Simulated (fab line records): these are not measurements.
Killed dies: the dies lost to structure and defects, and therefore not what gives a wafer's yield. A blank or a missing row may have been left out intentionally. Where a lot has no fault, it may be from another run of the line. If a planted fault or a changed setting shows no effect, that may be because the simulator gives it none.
Struck lot and sound lot, side by side ; flow nand_harc ; 14 steps out of a route of 1159
Sound: wafers L936.2, L936.3, L936.6. Struck: wafers L949.1, L949.3, L949.6. Last of all comes the cause.
For every step that has rows: the tool of each side, followed by ch and its chambers, followed by its first start. Under that, the readings that differ: sound wafers ; struck wafers ; difference of the means ; sigmas: that difference in standard deviations of wafers without a fault.
alike: readings whose means differ by less than 2 such deviations, and words and numbers that are the same on both sides. not compared: withheld readings, readings that some wafer has no value for, bounds like >300 that may hide the same value, and numbers for which the record gives no deviation and whose values overlap.
Wherever a step has rows on one side only, a row that says differs or no value, or a row with sigmas, the two part there. Numbers that don't overlap but have no deviation are shown without sigmas and don't part them. Lack of a reading on every wafer of one side parts them only where that side has two or more wafers.

first, 2 steps without rows for these wafers: NHARC_A_SOURCE_PLATE_SRD_01; NHARC_A_SOURCE_PLATE_OXIDE_02 (material SiO2, target thk 10 nm, ox time 1362 s).
NHARC_A_SOURCE_PLATE_THK_MEAS_09: measures by ellipsometry.
  struck on film_metro-01, day 10 01:43; sound on film_metro-01, day 7 07:40
  alike: thk_nm
then, 3 steps without rows for these wafers: NHARC_A_SOURCE_PLATE_PVD_04 (deposits WSi2, target thk 50 nm); NHARC_A_SOURCE_PLATE_CVD_03 (deposits poly-Si, target thk 200 nm, time 4000 s); NHARC_A_SOURCE_PLATE_ANNEAL_05 (time 1800 s).
NHARC_A_SOURCE_PLATE_THK_MEAS_06: measures by ellipsometry.
  struck on film_metro-01, day 10 17:03; sound on film_metro-01, day 7 20:50
reading;sound;struck;difference;sigmas
thk_nm (nm);203.0 201.1 203.0;199.5 197.3 196.6;-4.6;-2
NHARC_A_SOURCE_PLATE_INSPECT_08:
  struck on defect_inspect-01, day 10 17:07; sound on defect_inspect-01, day 7 20:54
  alike: raw_defect_count
then, no rows for these wafers at 1 step: NHARC_A_ONON_D1_DEP_00 (target thk 1000 nm).
NHARC_A_ONON_D1_THK_MEAS_02: measures by ellipsometry.
  struck on film_metro-01, day 10 17:41; sound on film_metro-02, day 7 21:28
  alike: thk_nm
NHARC_A_ONON_D1_DEP_03: target thk 1000 nm.
  sound on pecvd_onon-01 ch 0, day 7 21:35; struck on pecvd_onon-02 ch 0, day 10 17:44
  alike: n2o_flow_sccm, susceptor_temp_C
NHARC_A_ONON_D1_THK_MEAS_05: measures by ellipsometry.
  struck on film_metro-01, day 10 18:16; sound on film_metro-01, day 7 22:02
reading;sound;struck;difference;sigmas
thk_nm (nm);1009 1008 1009;1423 1420 1422;+413;+53
then, no rows for these wafers at 1 step: NHARC_A_ONON_D1_DEP_06 (target thk 1000 nm).
-- break in the record here, with 11 days between the starts of the struck wafers on either side (left off in module A_ONON_D1, picked up again in module END, where the first step shown is number 1159 on the route) --
NHARC_END_SORT_01:
  only the struck wafers appear in the record here, on prober-01 ch 0 at day 22 03:27; the sound ones have no rows

== WHERE THEY PART ==
First at NHARC_A_SOURCE_PLATE_THK_MEAS_06; last, within this record, at NHARC_END_SORT_01.

WHY: what had been put in by the simulator
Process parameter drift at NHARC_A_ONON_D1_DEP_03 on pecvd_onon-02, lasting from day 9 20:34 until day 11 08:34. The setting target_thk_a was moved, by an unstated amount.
